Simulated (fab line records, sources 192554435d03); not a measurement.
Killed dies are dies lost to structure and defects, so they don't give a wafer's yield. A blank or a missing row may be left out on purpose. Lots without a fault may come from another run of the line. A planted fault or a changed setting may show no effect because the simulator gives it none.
Problem report in the 8D (eight disciplines) form, filled by code | flow n5_finfet | the parts of the form that need people (team, actions taken, sign-off) are left out

1. THE PROBLEM
chamber_pressure_mTorr at N5_BEOL_M10_STRIP_77 reads a mean of 26.006 mTorr on 1 wafer of 1 lot; wafers without a fault read 20.002 mTorr with a standard deviation of 0.017. That is +99 or more standard deviations from the usual mean.
The step: strips in N2/H2, time 10 s.
First seen on wafer L484.5, day 16 01:41, on rie_diel-04. The record holds 30 wafers of 10 lots with a number at this step. Rule for "out", or "out of limits": more than 4 standard deviations from the usual mean. The other wafers with a number count as sound.

2. WHAT IT IS AND WHAT IT IS NOT
question                    | is                     | is not
which readings at this step | chamber_pressure_mTorr | drypump_motor_current_A, oes_product_au, rf_vpp_V, showerhead_plenum_p_Torr, throttle_valve_pct
which lots                  | L484                   | L464, L465, L469, L470, L471, L472, L474, L475, L478
which wafers of those lots  | L484.5                 | L484.3, L484.6
read on which tools         | rie_diel-04            | rie_diel-02, rie_diel-05
when                        | from day 16 01:41      | up to then (29 sound wafers)

3. SUSPECTS, AND WHAT RULES EACH OUT
Counting: a tool at a process step up to the reading stays a suspect if it ran every lot that is out. Sound lots after the first of them don't rule it out here, since some wafers of a struck lot are sound.
- rie_metal-03 at N5_BEOL_M10_HM_OPEN_17 (chemistry Cl2/BCl3, target TiN, target depth 20 nm, overetch 6 nm): kept. It ran the lot that is out, L484 (day 15 23:26); its last sound lot up to then is L478 (day 14 00:06).
- rie_diel-02 at N5_BEOL_M10_STRIP_19 (strips in O2): kept. It ran the lot that is out, L484 (day 15 23:32); its last sound lot up to then is L475 (day 13 17:10).
- rie_diel-04 at N5_BEOL_M10_STRIP_77 (strips in N2/H2, time 10 s): kept. It ran the lot that is out, L484 (day 16 01:41); its last sound lot up to then is L475 (day 13 19:22). Its own readings are out on those wafers: chamber_pressure_mTorr.
- Within rie_diel-02 at N5_BEOL_M10_STRIP_19: the wafers that are out ran in chamber 3; their sound lot-mates ran in chambers 0, 2.
- Within rie_diel-04 at N5_BEOL_M10_STRIP_77: the wafers that are out ran in chamber 1; their sound lot-mates ran in chambers 2, 3.
Left after counting: rie_metal-03 at N5_BEOL_M10_HM_OPEN_17, rie_diel-02 at N5_BEOL_M10_STRIP_19, rie_diel-04 at N5_BEOL_M10_STRIP_77.

4. THE CAUSE (what the simulator had put in)
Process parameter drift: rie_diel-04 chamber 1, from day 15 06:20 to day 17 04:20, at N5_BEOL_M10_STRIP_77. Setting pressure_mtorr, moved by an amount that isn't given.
Counting left 3 suspects, and this tool is among them.

5. THE CHAIN OF EFFECTS, in route order
Each row: a reading whose mean over the struck wafers that have a number lies more than 3 standard deviations from the usual. Only readings for which the record gives a usual standard deviation are gone through. hours: the time from each lot's start at the first step in this table that gives one to its start at this step, as a median over the lots. sigmas: the change in usual standard deviations.
hours | step                 | reading                | usual        | on struck wafers | change | sigmas
0     | N5_BEOL_M10_STRIP_77 | chamber_pressure_mTorr | 20.002 mTorr | 26.006           | +6.004 | +99 or more
The process steps in it:
- N5_BEOL_M10_STRIP_77: strips in N2/H2, time 10 s.

6. WHAT WOULD HAVE CAUGHT IT SOONER
In this record the first reading out of limits was taken at day 16 01:41, 19 hours after the fault began at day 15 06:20.
